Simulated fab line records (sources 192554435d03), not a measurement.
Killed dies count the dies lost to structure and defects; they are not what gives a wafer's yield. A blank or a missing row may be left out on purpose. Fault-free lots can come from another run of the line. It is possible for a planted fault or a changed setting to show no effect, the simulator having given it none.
fab line records	flow n5_finfet
[record] lots = 10	wafers = 28	last_day = 18
route steps=1938 shown TV_LITHO@1886 PASSIVATION@1909
lots with no fault: from the same line, run without faults
start_h: start of the lot's first displayed wafer, in hours after the record's first day	wait_h: hours from the lot's prior step to this one	" same as the row above	L1.1+2: one row covering several wafers at once	- value missing, or start not given	* or withheld: withheld	< > ~ a bound
route shown NAME@n: a module of which the file shows steps, and the number in the route of the first	usual: average and standard deviation across the fault-free wafers	same: alike in all rows	chamber/n: place in a boat	sites: per-site readings	_std_site: standard deviation across them	_edge_site: inner sites' mean taken away from outer sites' mean	radius_mm: for every site, how far away it sits from the centre of the wafer	mask NAME#n: copy n	behind: the last tool/chamber to shape the wafer	hold: why the lot went on hold/how many hours it stayed there/how the hold came to an end	device: the transistor (n, p or np) that didn't switch	end of line: at the end of the route, the tests of the same wafers	a step given without rows: its recipe and nothing more	killed: dies lost to structure and defects at the first sort, not the wafer's yield	map: a wafer's dies, x killed, . not, _ none there
set.NAME: setting as actually run; set.NAME@STEP: the setting as run at that earlier step	model.NAME: the simulator's own value behind a step, which no gauge read
one table for each step of the route and one row for each wafer, over a sample of lots
services: when a tool's chamber went out of use (start_h, in hours from the record's first day, below 0 if earlier), for how many hours, and the reason
[[steps]]
[step N5_PASSIVATION_DESCUM_12]
[recipe] chemistry = O2	time_s = 7.9	source_power_w = 50	bias_power_w = 20	pressure_mtorr = 20	rf_frequency_hz = 2.712e+07	temp_c = 40	o2_flow_sccm = 225
[usual] bias_power_w = 20.01/0.065	drypump_motor_current_A = 5.6/0.33	oes_product_au = 0.81/0.086	rf_fwd_power_W = 49.63/0.16	rf_vpp_V = 243.1/1.5	showerhead_plenum_p_Torr = 2.09/0.079	throttle_valve_pct = 20.30/0.2
lot.wafer	tool	chamber	start_h	wait_h	bias_power_w	drypump_motor_current_A	oes_product_au	rf_fwd_power_W	rf_hours_counter_h	rf_vpp_V	showerhead_plenum_p_Torr	throttle_valve_pct
L982.1	rie_diel-04	0	285.37	0.0	20.01	5.0	0.70	49.37	225	245.2	2.16	20.49
L982.2	"	3	"	"	20.00	5.1	0.88	49.64	31	244.6	2.22	20.00
L982.5	"	1	"	"	20.10	5.2	0.83	49.84	-	242.1	2.02	20.56
L984.1	rie_diel-02	1	296.12	0.0	20.05	5.7	0.90	49.99	48	244.1	2.22	20.27
L984.3	"	3	"	"	19.98	5.9	0.68	49.39	247	243.9	2.15	20.59
L984.4	"	2	"	"	20.00	6.0	0.71	49.80	196	241.7	1.98	20.36
L985.1	rie_diel-02	3	309.30	0.2	20.00	5.9	0.68	49.43	251	244.8	2.14	20.59
L985.2	"	2	"	"	20.01	6.0	0.71	49.63	200	240.8	1.98	20.39
L985.5	"	1	"	"	20.07	5.7	0.89	49.98	-	244.1	2.22	20.26
L989.1	rie_diel-01	2	337.93	0.2	19.97	5.3	0.81	49.84	89	243.3	2.02	19.99
L989.3	"	3	"	"	20.11	5.3	0.87	49.74	45	242.8	2.05	20.17
L989.5	"	0	"	"	20.13	5.9	0.78	49.71	-	241.8	2.11	20.13
L993.4	rie_diel-01	2	348.23	0.0	19.97	5.3	0.79	49.60	93	243.3	2.02	19.99
L993.5	"	1	"	"	20.14	5.7	0.99	49.44	-	243.5	2.06	20.43
L993.6	"	0	"	"	19.93	5.9	0.77	49.72	-	243.8	2.11	20.14
L994.1	rie_diel-01	1	367.65	0.5	20.01	5.7	0.95	49.43	6	241.3	2.06	20.47
L994.2	"	0	"	"	19.93	5.9	0.77	49.58	123	241.5	2.10	20.14
L994.5	"	2	"	"	20.02	5.4	0.79	49.53	-	242.1	2.02	19.99
L997.1	rie_diel-02	0	377.81	0.1	20.02	5.8	0.91	49.69	21	243.9	2.13	20.20
L997.2	"	3	"	"	19.99	5.9	0.93	49.82	8	242.5	2.14	20.20
L997.5	"	1	"	"	19.99	5.7	0.85	49.48	-	245.7	2.21	20.29
L998.2	rie_diel-02	0	378.37	0.0	20.07	5.8	0.91	49.63	21	243.4	2.13	20.21
L998.6	"	1	"	"	20.05	5.7	0.85	49.83	-	244.0	2.21	20.29
L101.2	rie_diel-04	3	411.09	0.4	20.02	5.2	0.84	49.48	68	244.2	2.21	20.05
L101.6	"	1	"	"	20.01	5.2	0.79	49.72	-	240.9	2.01	20.60
L104.1	rie_diel-01	1	436.44	0.3	20.10	5.8	0.90	49.78	24	243.4	2.05	20.49
L104.4	"	0	"	"	20.05	5.9	0.76	49.44	143	242.9	2.10	20.18
L104.6	"	2	"	"	19.96	5.4	0.78	49.45	-	242.8	2.01	20.03
[step N5_PASSIVATION_AL_ETCH_33]
[recipe] chemistry = Cl2/BCl3	target_depth_a = 28000	over_etch_frac = 0.15	Cl2_flow_sccm = 180	bcl3_flow_sccm = 60	target = Al	stop_on = TaN	time_s = 466.7	ion_energy_ev = 100	pressure_mtorr = 10	icp_w = 900	bias_w = 100
[usual] drypump_motor_current_A = 5.87/0.28	he_backside_leak_sccm = 3.52/0.16	oes_product_au = 0.67/0.06	rf_fwd_power_W = 898.8/2.7	throttle_valve_pct = 34.28/0.22
[same] over_etch_frac = 0.15
lot.wafer	tool	chamber	start_h	wait_h	drypump_motor_current_A	he_backside_leak_sccm	oes_product_au	rf_fwd_power_W	rf_hours_counter_h	throttle_valve_pct
L982.1	rie_metal-03	1	287.75	0.1	6.02	3.66	0.79	901.8	13	34.41
L982.2	"	0	"	"	5.82	3.31	0.74	898.5	29	33.81
L982.5	"	1	"	"	6.04	3.67	0.78	898.2	-	34.42
L984.1	rie_metal-02	0	297.68	0.1	5.69	3.56	0.75	905.0	21	34.36
L984.3	"	1	"	"	6.14	3.39	0.62	898.9	-	34.21
L984.4	"	0	"	"	5.67	3.35	0.75	900.1	-	34.36
L985.1	rie_metal-02	1	311.17	0.1	6.13	3.59	0.63	891.8	85	34.22
L985.2	"	0	"	"	5.75	3.86	0.75	898.8	23	34.38
L985.5	"	0	"	"	5.73	3.83	0.75	898.5	-	34.35
L989.1	rie_metal-03	0	339.75	0.1	5.74	3.49	0.72	900.2	33	33.83
L989.3	"	1	"	"	6.04	3.39	0.78	893.9	-	34.40
L989.5	"	0	"	"	5.78	3.50	0.72	900.4	-	33.83
L993.4	rie_metal-01	1	349.84	0.2	6.14	3.53	0.67	895.9	-	34.56
L993.5	"	0	"	"	5.45	3.49	0.61	899.9	-	34.13
L993.6	"	1	"	"	6.16	3.39	0.67	903.4	-	34.55
L994.1	rie_metal-02	1	369.25	0.1	6.13	3.71	0.61	902.8	90	34.23
L994.2	"	0	"	"	5.70	3.87	0.72	897.8	28	34.41
L994.5	"	1	"	"	6.15	3.80	0.61	902.4	-	34.25
L997.1	rie_metal-01	0	379.46	0.1	5.45	3.45	0.61	902.6	88	34.12
L997.2	"	1	"	"	6.12	3.64	0.66	901.0	62	34.55
L997.5	"	1	"	"	6.12	3.59	0.67	897.8	-	34.55
L998.2	rie_metal-03	1	379.87	0.1	6.07	3.13	0.76	899.3	20	34.43
L998.6	"	1	"	"	6.01	3.36	0.75	894.7	-	34.41
L101.2	rie_metal-01	0	412.91	0.1	5.43	3.40	0.60	891.5	91	34.15
L101.6	"	0	"	"	5.44	3.34	0.61	892.5	-	34.12
L104.1	rie_metal-02	0	438.43	0.1	5.71	3.75	0.72	900.3	34	34.38
L104.4	"	0	"	"	5.71	3.49	0.72	898.4	-	34.38
L104.6	"	1	"	"	6.11	3.61	0.60	903.2	-	34.24
[step N5_PASSIVATION_PECVD_35]
[recipe] material = SiNx	target_thk_a = 7000	temp_c = 400	precursor = SiH4/NH3/N2	pressure_torr = 4.9	rf_w = 1406	time_s = 151.3
[usual] heater_power_w = 390/91	rf_fwd_power_W = 1400/4.9	showerhead_plenum_p_Torr = 8.64/0.087	throttle_valve_pct = 28.4/1
lot.wafer	tool	chamber	start_h	wait_h	heater_power_w	rf_fwd_power_W	showerhead_plenum_p_Torr	throttle_valve_pct
L982.1	pecvd-04	1	289.08	0.1	572	1404	8.57	28.0
L982.2	"	2	"	"	483	1410	8.76	26.7
L982.5	"	1	"	"	588	1397	8.59	28.5
L984.1	pecvd-04	2	298.81	0.1	422	1386	8.77	27.2
L984.3	"	0	"	"	254	1407	8.54	30.3
L984.4	"	0	"	"	291	1404	8.56	30.3
L985.1	pecvd-01	1	312.30	0.1	334	1397	8.61	29.2
L985.2	"	0	"	"	428	1404	8.63	29.0
L985.5	"	2	"	"	498	1405	8.65	28.3
L989.1	pecvd-01	1	340.88	0.1	312	1403	8.59	29.2
L989.3	"	2	"	"	472	1399	8.64	28.5
L989.5	"	1	"	"	363	1403	8.59	29.2
L993.4	pecvd-01	2	351.31	0.1	355	1407	8.66	28.6
L993.5	"	0	"	"	437	1399	8.67	28.9
L993.6	"	1	"	"	349	1405	8.60	29.6
L994.1	pecvd-03	2	370.37	0.1	283	1395	8.53	26.6
L994.2	"	1	"	"	363	1399	8.83	28.1
L994.5	"	0	"	"	338	1397	8.64	28.4
L997.1	pecvd-01	0	380.59	0.1	340	1403	8.63	28.8
L997.2	"	1	"	"	414	1400	8.60	29.3
L997.5	"	2	"	"	469	1402	8.64	28.3
L998.2	pecvd-03	1	381.01	0.1	476	1395	8.84	28.4
L998.6	"	1	"	"	498	1394	8.82	28.3
L101.2	pecvd-01	0	414.05	0.1	442	1402	8.65	29.0
L101.6	"	1	"	"	331	1405	8.63	29.3
L104.1	pecvd-03	0	439.56	0.1	347	1399	8.66	28.8
L104.4	"	2	"	"	189	1398	8.53	26.7
L104.6	"	0	"	"	367	1400	8.65	28.9
[step N5_PASSIVATION_DEVELOP_43]
[recipe] develop_time_s = 60	rinse_liquid = diw	dry = air_spin	dev_temp_c = 21
[usual] developer_temp_C = 21.00/0.11	exhaust_pa = 45.0/0.82
lot.wafer	tool	chamber	start_h	wait_h	developer_temp_C	exhaust_pa
L982.1	litho_track-04	0	289.52	-	21.12	43.8
L982.2	"	0	"	"	21.12	44.3
L982.5	"	0	"	"	20.96	45.0
L984.1	litho_track-02	0	299.25	-	21.06	45.1
L984.3	"	0	"	"	21.13	45.2
L984.4	"	0	"	"	21.11	45.0
L985.1	litho_track-05	0	312.74	-	20.93	45.5
L985.2	"	0	"	"	20.98	44.3
L985.5	"	0	"	"	20.91	45.6
L989.1	litho_track-05	0	341.33	-	20.78	45.8
L989.3	"	0	"	"	20.90	46.6
L989.5	"	0	"	"	21.05	47.5
L993.4	litho_track-04	0	351.57	-	20.83	45.4
L993.5	"	0	"	"	20.95	45.2
L993.6	"	0	"	"	21.14	45.7
L994.1	litho_track-05	0	370.69	-	20.90	45.3
L994.2	"	0	"	"	20.91	45.1
L994.5	"	0	"	"	20.92	44.5
L997.1	litho_track-05	0	380.98	-	20.81	43.8
L997.2	"	0	"	"	20.88	44.2
L997.5	"	0	"	"	21.07	44.5
L998.2	litho_track-04	0	381.32	-	20.92	44.0
L998.6	"	0	"	"	20.94	43.7
L101.2	litho_track-04	0	414.37	-	21.10	44.1
L101.6	"	0	"	"	21.03	44.5
L104.1	litho_track-05	0	439.88	-	20.94	44.6
L104.4	"	0	"	"	21.01	44.5
L104.6	"	0	"	"	20.93	45.2
[step N5_PASSIVATION_CD_MEAS_44]
[recipe] target_cd_nm = 40000	landing_energy_ev = 500	detector = se_inlens
[usual] cd_nm = 39999/3
lot.wafer	tool	chamber	start_h	wait_h	cd_nm
L982.1	cd_sem-03	0	289.63	-	40006
L982.2	"	0	"	"	40001
L982.5	"	0	"	"	40001
L984.1	cd_sem-02	0	299.37	-	39996
L984.3	"	0	"	"	39998
L984.4	"	0	"	"	39996
L985.1	cd_sem-02	0	312.85	-	40001
L985.2	"	0	"	"	39997
L985.5	"	0	"	"	39997
L989.1	cd_sem-03	0	341.44	-	39998
L989.3	"	0	"	"	39997
L989.5	"	0	"	"	39996
L993.4	cd_sem-02	0	351.69	-	40006
L993.5	"	0	"	"	40004
L993.6	"	0	"	"	40000
L994.1	cd_sem-01	0	370.81	-	39999
L994.2	"	0	"	"	40001
L994.5	"	0	"	"	40005
L997.1	cd_sem-03	0	381.10	-	40003
L997.2	"	0	"	"	39998
L997.5	"	0	"	"	40001
L998.2	cd_sem-03	0	381.44	-	39982
L998.6	"	0	"	"	40002
L101.2	cd_sem-03	0	414.48	-	39986
L101.6	"	0	"	"	40009
L104.1	cd_sem-03	0	439.99	-	39996
L104.4	"	0	"	"	39999
L104.6	"	0	"	"	39996
[step N5_PASSIVATION_PROBE_49]
[usual] defect_limited_yield = 91.1/1.5	killed_at_M0_to_M3 = 35/9.5	killed_at_M4_up = 13/5.2	killed_at_contacts = 12/6.1	killed_at_front_end = 41/14	killed_at_other = 3.8/2.9	killed_dies = 105/17	killed_open = 70/13	killed_short = 33/8.4	sort_bin_5_function = 5.1/0.97	sort_bin_6_memory = 3.4/0.69	sort_n_pass = 1075/17	sort_yield_pct = 91.1/1.5
[same] gross_dies = 1180	killed_at_back_side = 0	sort_bin_4_leakage[%] = 0	sort_bin_8_speed[%] = 0
lot.wafer	tool	chamber	start_h	wait_h	defect_limited_yield[%]	killed_at_M0_to_M3	killed_at_M4_up	killed_at_contacts	killed_at_front_end	killed_at_other	killed_dies	killed_open	killed_short	sort_bin_5_function[%]	sort_bin_6_memory[%]	sort_n_pass	sort_yield_pct[%]
L985.1	prober-01	-	316.04	0.0	92.6	28	17	2	35	5	87	52	34	4.1	3.1	1093	92.6
L985.2	prober-01	-	316.09	0.1	91.4	39	12	13	28	10	102	71	29	5.2	3.2	1078	91.4
L985.5	prober-01	-	316.24	0.2	89.7	41	17	14	34	15	121	79	40	6.1	3.4	1059	89.7
L989.1	prober-01	-	344.57	0.0	89.6	32	22	16	52	1	123	84	34	5.5	4.7	1057	89.6
L989.3	prober-01	-	344.67	0.1	90.9	32	17	14	41	3	107	71	30	4.9	3.6	1073	90.9
L989.5	prober-01	-	344.77	0.2	89.2	37	15	18	53	5	128	94	34	6.7	4.1	1052	89.2
L993.4	prober-01	-	355.32	0.2	91.4	36	11	15	29	10	101	63	36	5.1	3.1	1079	91.4
L993.5	prober-01	-	355.37	0.2	93.1	30	8	6	30	7	81	50	29	3.3	3.1	1099	93.1
L993.6	prober-01	-	355.42	0.3	89.8	31	12	20	48	9	120	80	37	5.3	4.7	1060	89.8
// killed by level:class
L985.1 FIN_SAQP:geometric_particle:open=12 FIN_SAQP:geometric_particle:short=9 BEOL_M4:geometric_particle:open=7 BEOL_M1:geometric_particle:open=6 BEOL_M0_SAQP:geometric_particle:short=5 BEOL_M3:geometric_particle:short=5 BEOL_M3:geometric_particle:open=5 BEOL_M4:geometric_particle:short=4
L985.2 MOL_CONTACT_COAG:geometric_particle:open=11 FIN_SAQP:geometric_particle:open=8 BEOL_M0_SAQP:geometric_particle:open=8 BEOL_M3:geometric_particle:open=7 STI_FIN_REVEAL:geometric_particle:open=5 BEOL_M4:geometric_particle:open=5 STARTING-WAFER:geometric_particle:open=5 DUMMY_GATE:geometric_particle:open=4
L985.5 BEOL_M1:geometric_particle:open=13 FIN_SAQP:geometric_particle:open=9 MOL_CONTACT_COAG:geometric_particle:open=9 MIM_TOP:geometric_particle:short=7 DUMMY_GATE:geometric_particle:open=6 BEOL_M2:geometric_particle:open=6 STI_FIN_REVEAL:geometric_particle:open=5 MOL_CONTACT_COAG:geometric_particle:short=5
L989.1 STI_FIN_REVEAL:geometric_particle:open=18 FIN_SAQP:geometric_particle:open=12 BEOL_M2:geometric_particle:open=12 FIN_SAQP:geometric_particle:short=11 MOL_CONTACT_COAG:geometric_particle:open=11 BEOL_M1:geometric_particle:open=6 MOL_CONTACT_COAG:geometric_particle:short=5 BEOL_M4:geometric_particle:open=4
L989.3 MOL_CONTACT_COAG:geometric_particle:open=11 STI_FIN_REVEAL:geometric_particle:open=9 BEOL_M2:geometric_particle:open=7 FIN_SAQP:geometric_particle:short=6 FIN_SAQP:geometric_particle:open=6 DUMMY_GATE:geometric_particle:open=6 BEOL_M1:geometric_particle:open=5 GATE_CUT:geometric_particle:short=4
L989.5 STI_FIN_REVEAL:geometric_particle:open=25 MOL_CONTACT_COAG:geometric_particle:open=17 BEOL_M1:geometric_particle:open=9 BEOL_M4:geometric_particle:open=9 STI_FIN_REVEAL:geometric_particle:short=7 BEOL_M0_SAQP:geometric_particle:short=7 BEOL_M2:geometric_particle:open=7 GATE_CUT:geometric_particle:short=5
L993.4 MOL_CONTACT_COAG:geometric_particle:open=14 STI_FIN_REVEAL:geometric_particle:open=13 BEOL_M0_SAQP:geometric_particle:short=8 BEOL_M0_SAQP:geometric_particle:open=6 BEOL_M2:geometric_particle:short=6 BEOL_M1:geometric_particle:open=5 BEOL_M7:geometric_particle:open=5 BEOL_M3:geometric_particle:open=4
L993.5 STI_FIN_REVEAL:geometric_particle:open=11 BEOL_M1:geometric_particle:open=9 BEOL_M0_SAQP:geometric_particle:short=7 STI_FIN_REVEAL:geometric_particle:short=5 GATE_CUT:geometric_particle:short=5 MOL_CONTACT_COAG:geometric_particle:open=5 GATE_CUT:geometric_particle:open=4 PASS1_CAP:geometric_particle:open=4
L993.6 STI_FIN_REVEAL:geometric_particle:open=13 MOL_CONTACT_COAG:geometric_particle:open=12 BEOL_M1:geometric_particle:open=10 DUMMY_GATE:geometric_particle:open=9 MOL_CONTACT_COAG:geometric_particle:short=8 BEOL_M0_SAQP:geometric_particle:open=6 BEOL_M4:geometric_particle:open=6 STI_FIN_REVEAL:geometric_particle:short=5
[[services]]
tool	chamber	start_h	hours	kind
rie_metal-01	-	286.48	15.6	pm
rie_diel-02	0	296.99	-	clean
rie_diel-02	0	296.99	-	consumable_replace:focus_ring
rie_diel-02	0	296.99	19.5	scheduled_down
rie_diel-02	0	296.99	19.5	vent_cycle
rie_diel-02	3	316.53	-	clean
rie_diel-02	3	316.53	-	consumable_replace:focus_ring
rie_diel-02	3	316.53	36.0	scheduled_down
rie_diel-02	3	316.53	36.0	vent_cycle
rie_diel-01	1	323.28	2.4	repair
rie_diel-01	1	325.83	-	clean
rie_diel-01	1	325.83	-	consumable_replace:focus_ring
rie_diel-01	1	325.83	22.3	scheduled_down
rie_diel-01	1	325.83	22.3	vent_cycle
pecvd-04	0	327.13	2.1	repair
rie_metal-02	-	367.95	0.5	repair
rie_diel-04	0	369.95	-	clean
rie_metal-02	0	376.67	4.1	repair
rie_diel-02	2	383.27	9.3	repair
pecvd-04	2	394.54	4.2	repair
pecvd-01	-	405.73	1.0	repair
pecvd-03	1	423.37	3.4	repair
rie_diel-02	2	430.04	11.5	repair
rie_metal-01	0	430.50	-	clean
[[key]]
[first_sign] step = N5_PASSIVATION_CD_MEAS_44	reading = cd_nm	direction = down	sigmas = 3.8	usual = 39999	struck = 39984
effect none on later readings
met_at N5_PASSIVATION_DEVELOP_43
struck_lots L998,L101
struck_wafers L998.2,L101.2
not_acting_at N5_PASSIVATION_DESCUM_12,N5_PASSIVATION_AL_ETCH_33,N5_PASSIVATION_PECVD_35
onset_between 351.57 381.32
[fault] kind = process_parameter_drift	tool = litho_track-04	chamber = -	onset_h = 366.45	steps = N5_PASSIVATION_DEVELOP_43	channel = develop_time_s	offset = *	shape = step	end_h = 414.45	scope = struck_wafers_only	acts_in = *	stated = *
